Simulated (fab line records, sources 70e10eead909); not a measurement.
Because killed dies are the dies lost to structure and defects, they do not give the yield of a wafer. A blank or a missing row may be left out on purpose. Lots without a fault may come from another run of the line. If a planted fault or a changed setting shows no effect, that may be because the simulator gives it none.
Which tool is to blame? -- flow nand_harc -- Sampling: 6 lots, 18 wafers, 4 of 1302 route steps

## WHAT EACH GAUGE READ, for each wafer
NHARC_P_M1_OVL_MEAS_10: pitch 260 nm.
lot,measured,on,overlay_x_nm (nm)
L980,day 6 21:17,overlay-01,1.2 0.5 0.9
L982,day 7 19:36,overlay-01,-0.7 0.1 0.3
L984,day 8 18:39,overlay-02,-0.6 -0.1 -0.3
L986,day 9 16:29,overlay-01,-0.6 -0.7 -0.2
L991,day 11 15:04,overlay-01,10.5 11.5 10.8 10.7 10.9 11.1
L100,day 16 03:20,overlay-02,0.8 0.2 0.6

## TOOL THAT RAN EACH LOT (tool first, then ch and the chambers of the sampled wafers, then the start)
lot,NHARC_P_M0_PRE_CLEAN_29,NHARC_P_M0_DEP_32,NHARC_P_M1_EXPOSE_06
L980,"pvd_sputter-01, day 6 20:02 or earlier","pecvd-03 ch 0,1, day 6 20:02","arfi_scanner-01 ch 0, day 6 21:04"
L982,"pvd_sputter-01, day 7 18:19 or earlier","pecvd-03 ch 0,2, day 7 18:19","arfi_scanner-01 ch 0, day 7 19:23"
L984,"pvd_sputter-02, day 8 17:29 or earlier","pecvd-01 ch 0,2, day 8 17:29","arfi_scanner-03 ch 0, day 8 18:26"
L986,"pvd_sputter-03, day 9 15:12 or earlier","pecvd-03 ch 0,2, day 9 15:12","arfi_scanner-01 ch 0, day 9 16:17"
L991,"pvd_sputter-02, day 11 13:49 or earlier","pecvd-04 ch 0,1,2, day 11 13:49","arfi_scanner-03 ch 0, day 11 14:51"
L100,"pvd_sputter-02, day 16 01:13 or earlier","pecvd-03 ch 2, day 16 01:13","arfi_scanner-02 ch 0, day 16 03:07"
- NHARC_P_M0_PRE_CLEAN_29: time 30 s.
- NHARC_P_M0_DEP_32: deposits SiCN, target thk 30 nm.
- NHARC_P_M1_EXPOSE_06: exposes mask P M1, target cd 130 nm.

## THE ANSWER, worked out from the rows above alone
Rule: the usual values come from the lots themselves. The widest of any qualifying gaps counts: lots, ordered by their means at a reading, are off when they make up no more than a third of the lots, leave a main group of 4 or more, and stand apart from it by 3 or more times the standard deviation of that group's means. A main group is skipped when, at the precision printed for the reading in the tables above, its means are all equal. Also off: a lot with no number at a reading for which 4 or more lots have one. Any other lot the step has rows for is counted as sound.
Off: L991, at NHARC_P_M1_OVL_MEAS_10 (overlay_x_nm). Main group: mean 0.1 nm, sd 0.52.
A tool fits if, at a process step before that reading, it ran every lot that is off, and no sound lot after the first of them. The gauges at NHARC_P_M1_OVL_MEAS_10 are tried like those tools. Because NHARC_P_M0_PRE_CLEAN_29 lacks a start for some lots, the hours and order of its lots are taken from NHARC_P_M0_DEP_32. Can't be told from this: 3 tools fit, pecvd-04 at NHARC_P_M0_DEP_32, arfi_scanner-03 at NHARC_P_M1_EXPOSE_06, overlay-01 at NHARC_P_M1_OVL_MEAS_10.

## WHAT THE SIMULATOR HAD INSERTED
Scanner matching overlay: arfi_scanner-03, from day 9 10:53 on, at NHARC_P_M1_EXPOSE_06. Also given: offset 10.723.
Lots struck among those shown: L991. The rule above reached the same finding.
